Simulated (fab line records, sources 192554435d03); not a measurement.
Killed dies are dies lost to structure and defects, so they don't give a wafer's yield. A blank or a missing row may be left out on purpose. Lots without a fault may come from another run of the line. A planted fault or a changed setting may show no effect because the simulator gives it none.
Chamber matching | flow n5_finfet | N5_SDB_ETCH_25 on rie_diel-02: 4 sister chambers
The step etches SiO2 in C4F6/O2, target depth 10 nm, time 3.3 s. 8 wafers are shown with their chamber, then 8 later ones without.

WAFERS WITH THEIR CHAMBER
wafer  | chamber | rf_vpp_V (V) | drypump_motor_current_A (A)
L077.3 | 1       | 685          | 5.9
L082.6 | 1       | 683          | 5.9
L084.1 | 2       | 634          | 5.6
L084.5 | 2       | 634          | 5.6
L086.2 | 0       | 632          | 6.1
L086.4 | 3       | 645          | 6.5
L086.6 | 0       | 630          | 6.1
L090.2 | 3       | 645          | 6.6

WAFERS WITHOUT THEIR CHAMBER
wafer  | rf_vpp_V (V) | drypump_motor_current_A (A)
L090.3 | 632          | 6.1
L090.5 | 632          | 5.6
L092.2 | 632          | 5.6
L092.4 | 684          | 5.9
L092.6 | 683          | 5.9
L097.2 | 647          | 6.5
L097.4 | 645          | 6.5
L097.5 | 682          | 5.9

WHICH CHAMBER EACH WENT THROUGH
wafer  | from the rows above | in truth
L090.3 | 0                   | 0
L090.5 | 2                   | 2
L092.2 | 2                   | 2
L092.4 | 1                   | 1
L092.6 | 1                   | 1
L097.2 | 3                   | 3
L097.4 | 3                   | 3
L097.5 | 1                   | 1
Placed correctly: 8 of 8. Can't be placed from these rows: 0. Placed wrongly: 0.
How it was worked out, from the rows above alone: a wafer's distance from a chamber is the root of the sum, over the readings, of the square of ((its reading less the chamber's mean) divided by the reading's scatter). The wafer belongs to the nearest chamber; if the next one is less than 2 further off, it can't be placed. A chamber's mean is the mean of its shown wafers. The scatter: the root of (the sum of the squares of (reading less its chamber's mean) over the shown wafers, divided by (wafers less chambers)).
